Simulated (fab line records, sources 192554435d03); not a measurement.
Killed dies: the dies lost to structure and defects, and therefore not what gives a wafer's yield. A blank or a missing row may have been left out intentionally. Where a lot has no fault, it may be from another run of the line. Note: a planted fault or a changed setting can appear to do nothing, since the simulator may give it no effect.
Comparing a struck lot with a sound one || flow n5-finfet || 37 out of 1938 route steps
Sound: the wafers L488.1, L488.4, L488.5. Struck: wafers L478.1, L478.2, L478.6. The cause is given at the end.
At each step with rows: each side's tool, then ch and its chambers, then its first start. Under that, the readings that differ: sound wafers || struck wafers || difference of the means || sigmas: that difference in standard deviations of wafers without a fault.
alike: readings with means less than 2 such deviations apart, plus words and numbers identical on both sides. not compared: withheld readings, readings lacking a value on some wafer, bounds such as >300 that could conceal the same value, and numbers that have no deviation in the record and whose values overlap.
The two part at a step that has a row with sigmas, a row that says differs or no value, or rows on one side only. Numbers that don't overlap but have no deviation are shown without sigmas and don't part them. Lack of a reading on every wafer of one side parts them only where that side has two or more wafers.

first, 9 steps without rows for these wafers: N5_BEOL_M4_ANNEAL_95 (time 240 s); N5_BEOL_M4_SPUTTER_96 (material Cu, target thk 4.5 nm, time 8.29 s); N5_BEOL_M4_ECD_50 (material Cu, target thk 300 nm); N5_BEOL_M4_ANNEAL_51 (time 90 s); N5_BEOL_M4_CMP_52 (polishes, stops on SiOC, t overpolish 6.8 s, target thk 40 nm); N5_BEOL_M4_PRE_CLEAN_60 (time 15 s); N5_BEOL_M4_CO_CAP_55 (material Co, precursor CCTBA/H2, target thk 2 nm, time 102.1 s); N5_BEOL_M4_PRE_CLEAN_56 (time 15 s); N5_BEOL_M4_DEP_57 (deposits SiCN from 3MS/NH3, target thk 8 nm, time 14 s).
N5_BEOL_M4_RC_MEAS_101:
  sound on prober-02 ch 0, day 14 09:47; struck on prober-01 ch 0, day 12 11:30
  alike: DIBL_N, DIBL_P, IOFF_N, IOFF_P, ION_N, ION_P, SS_N, SS_P, VT_N, VT_P
then, 24 steps without rows for these wafers: N5_BEOL_M5_ILD_DEP_00 (deposits SiCOH lowk from DEMS/porogen, target thk 140.64 nm, time 25.9 s); N5_BEOL_M5_CURE_79 (cures SiCOH lowk, time 240 s); N5_BEOL_M5_PECVD_70 (deposits SiO2 from TEOS/O2, target thk 16 nm, time 18 s); N5_BEOL_M5_HM_DEP_02 (deposits TiN, target thk 20 nm); N5_BEOL_M5_COAT_59 (time 60 s, resist thk 60 nm); N5_BEOL_M5_COAT_60 (time 60 s, resist thk 12 nm); N5_BEOL_M5_COAT_71 (time 60 s, resist thk 5 nm); N5_BEOL_M5_COAT_05 (resist thk 30 nm); N5_BEOL_M5_EBR_07; N5_BEOL_M5_SOFTBAKE_06 (time 60 s); N5_BEOL_M5_EXPOSE_08 (exposes mask M5, target cd 28 nm); N5_BEOL_M5_PEB_09 (peb time 60 s); N5_BEOL_M5_DEVELOP_10 (develop time 30 s); N5_BEOL_M5_DESCUM_16 (chemistry O2, time 7 s); N5_BEOL_M5_ETCH_72 (etches underlayer in N2/H2, target depth 6.5 nm, time 5.2 s); N5_BEOL_M5_ETCH_61 (etches SiARC in CF4, target depth 15.6 nm, time 26 s); N5_BEOL_M5_ETCH_62 (etches SOC in N2/H2, target depth 75 nm, overetch 15 nm, time 112.5 s); N5_BEOL_M5_STRIP_63 (strips in N2/H2); N5_BEOL_M5_STRIP_73 (strips in N2/H2); N5_BEOL_M5_STRIP_64 (strips in CF4); N5_BEOL_M5_HM_OPEN_17 (chemistry Cl2/BCl3, target TiN, target depth 20 nm, overetch 6 nm); N5_BEOL_M5_STRIP_19 (strips in O2); N5_BEOL_M5_COAT_65 (time 60 s, resist thk 60 nm); N5_BEOL_M5_COAT_66 (time 60 s, resist thk 12 nm).
-- the record jumps here: 2 days lie between the struck wafers' starts before and after (it left off in module BEOL_M5 and takes up again in module BEOL_M10, whose first step shown is number 1470 of the route) --
N5_BEOL_M10_ILD_DEP_00: deposits SiCOH lowk from DEMS/porogen, target thk 308.51 nm, time 58 s.
  sound on pecvd-02 ch 0,1, day 16 15:05; struck on pecvd-04 ch 1,2, day 14 16:19
  no value came back on the struck wafers for any of 5 readings (chamber-pressure-Torr (Torr), heater-power-outer-w (W) and others); on the sound wafers chamber-pressure-Torr (Torr) reads 4.974 4.976 4.989
N5_BEOL_M10_OCD_MEAS_38:
  sound on ocd-01, day 16 22:10; struck on ocd-01, day 14 20:54
{"reading": "trench-depth-nm (nm)", "sound": "151.2 149.3 152.1", "struck": "- - -", "difference": "no value on the struck wafers", "sigmas": ""}
-- the record jumps here: 3 days lie between the struck wafers' starts before and after (it left off in module BEOL_M10 and takes up again in module PASSIVATION, whose first step shown is number 1936 of the route) --
N5_PASSIVATION_PROBE_49:
  sound on prober-02, day 19 03:58; struck on prober-01, day 17 11:34
{"reading": "defect-limited-yield (%)", "sound": "91.9 94.0 93.3", "struck": "0 0 0", "difference": -93, "sigmas": -58}
{"reading": "killed_at_M4_up", "sound": "20 10 18", "struck": "1161 1167 1160", "difference": "+1147", "sigmas": "+99 or more"}
{"reading": "killed-at-contacts", "sound": "23 16 12", "struck": "2 4 5", "difference": -13, "sigmas": -2}
{"reading": "killed-dies", "sound": "95 71 79", "struck": "1180 1180 1180", "difference": "+1098", "sigmas": "+58"}
{"reading": "killed-on-rim", "sound": "13 7 14", "struck": "152 152 152", "difference": "+141", "sigmas": "+36"}
{"reading": "killed-open", "sound": "64 50 53", "struck": "12 7 14", "difference": -45, "sigmas": -3}
{"reading": "sort_bin_5_function (%)", "sound": "3.7 3.8 3.6", "struck": "73.6 72.6 74.1", "difference": "+69.7", "sigmas": "+70"}
{"reading": "sort-n-pass", "sound": "1085 1109 1101", "struck": "0 0 0", "difference": -1098, "sigmas": -50}
{"reading": "sort-yield-pct (%)", "sound": "91.9 94.0 93.3", "struck": "0 0 0", "difference": -93, "sigmas": -49}
  alike: killed_at_M0_to_M3, killed-at-front-end, killed-at-other, killed-short, sort_bin_6_memory

== WHERE THEY PART ==
At N5_BEOL_M10_ILD_DEP_00 first; at N5_PASSIVATION_PROBE_49 last (within this record only).

WHY: what had been put in by the simulator
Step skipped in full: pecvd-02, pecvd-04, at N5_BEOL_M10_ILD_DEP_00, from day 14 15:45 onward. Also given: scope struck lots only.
